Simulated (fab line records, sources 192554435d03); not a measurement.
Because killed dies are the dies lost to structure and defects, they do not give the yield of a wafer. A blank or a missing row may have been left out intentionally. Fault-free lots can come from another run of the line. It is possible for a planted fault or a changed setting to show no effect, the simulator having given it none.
Which tool is to blame? ; flow n5 finfet ; 72 wafers from 24 lots sampled at 2 of the route's 1938 steps

== WHAT THE GAUGES READ, wafer by wafer ==
N5_BEOL_M6_CD_MEAS_28 targets a cd of 40 nm. Usual: cd nm at 40.02 nm, with a standard deviation of 0.22.
lot;measured;on;cd nm (nm);flag
L074;day 8 03:22;cd sem-01;40.06 40.00 39.78;
L077;day 8 20:38;cd sem-01;39.67 39.86 39.69;
L075;day 9 10:47;cd sem-03;39.93 39.95 39.99;
L078;day 9 12:46;cd sem-01;39.90 39.82 39.80;
L076;day 9 18:31;cd sem-01;39.84 39.95 39.95;
L080;day 10 04:31;cd sem-01;40.15 40.35 39.98;
L079;day 10 07:28;cd sem-01;39.94 40.34 39.90;
L081;day 11 06:22;cd sem-02;40.04 40.02 40.23;
L083;day 11 09:30;cd sem-01;39.86 39.89 39.86;
L084;day 11 09:41;cd sem-03;39.90 39.74 39.98;
L082;day 11 11:38;cd sem-01;40.54 40.00 40.38;
L085;day 11 11:54;cd sem-01;39.98 39.86 39.70;
L086;day 11 23:58;cd sem-01;39.83 39.96 40.30;
L088;day 12 08:25;cd sem-03;40.31 40.22 40.09;
L087;day 12 08:35;cd sem-02;40.20 39.96 39.77;
L089;day 12 10:35;cd sem-03;40.07 39.86 40.41;
L090;day 12 20:40;cd sem-03;40.05 39.99 39.64;
L091;day 13 13:16;cd sem-03;39.93 40.35 40.18;
L092;day 13 13:19;cd sem-02;40.38 40.37 40.13;
L093;day 13 16:28;cd sem-03;39.87 39.81 39.91;
L094;day 13 16:34;cd sem-01;39.96 40.05 39.97;
L095;day 14 04:40;cd sem-02;40.04 40.31 40.09;
L096;day 14 06:11;cd sem-02;40.08 40.09 40.35;
L097;day 14 14:16;cd sem-02;40.00 39.84 40.19;

N5_BEOL_M6_INSPECT_30: inspects for defects (brightfield). Usual: raw defect count at 421, with a standard deviation of 97.
lot;measured;on;raw defect count;flag
L074;day 8 03:28;defect inspect-01;453 565 408;
L077;day 8 20:44;defect inspect-01;423 480 603;
L075;day 9 10:52;defect inspect-02;538 397 404;
L078;day 9 12:52;defect inspect-02;520 262 376;
L076;day 9 18:36;defect inspect-01;358 464 514;
L080;day 10 04:37;defect inspect-02;494 332 284;
L079;day 10 07:33;defect inspect-02;297 389 406;
L081;day 11 06:28;defect inspect-01;342 508 481;
L083;day 11 09:35;defect inspect-01;434 566 427;
L084;day 11 09:46;defect inspect-01;427 473 457;
L082;day 11 11:44;defect inspect-01;388 605 457;
L085;day 11 11:59;defect inspect-02;415 357 374;
L086;day 12 00:04;defect inspect-01;452 563 534;
L088;day 12 08:30;defect inspect-01;404 432 434;
L087;day 12 08:40;defect inspect-01;661 537 493;
L089;day 12 10:40;defect inspect-01;403 269 445;
L090;day 12 20:45;defect inspect-01;331 284 341;
L091;day 13 13:22;defect inspect-02;313 383 232;
L092;day 13 13:24;defect inspect-01;445 403 519;
L093;day 13 16:33;defect inspect-02;260 283 333;
L094;day 13 16:38;defect inspect-01;340 420 495;
L095;day 14 04:46;defect inspect-02;458 363 247;
L096;day 14 06:17;defect inspect-01;348 352 323;
L097;day 14 14:21;defect inspect-01;399 455 307;

== EACH LOT AND THE TOOL THAT RAN IT (in order: tool; ch and the chambers of the sampled wafers; start) ==
No process step before these readings appears in the record.

== WHAT THE TOOLS THEMSELVES READ (means of the sampled wafers that have a number; where no wafer has one, the mark that the record gives instead) ==
The record holds no such reading with a usual standard deviation.

== THE ANSWER, worked out from the rows above alone ==
Rule: lot off if the mean of its wafers having a number is beyond 3 standard deviations from the usual mean. A lot without any number at a reading at which 4 lots or more have one is off too. Any other lot the step has rows for is counted as sound. The gauges are gone through in route order, then the tools' own readings, and for those a lot's mean is taken as printed above. The first step at which some lot is off is used, and at that step the reading that is off furthest; a lot without a number counts as furthest.
Nothing can be told from this: no lot is off at any reading shown.

== WHAT HAD BEEN PUT IN BY THE SIMULATOR ==
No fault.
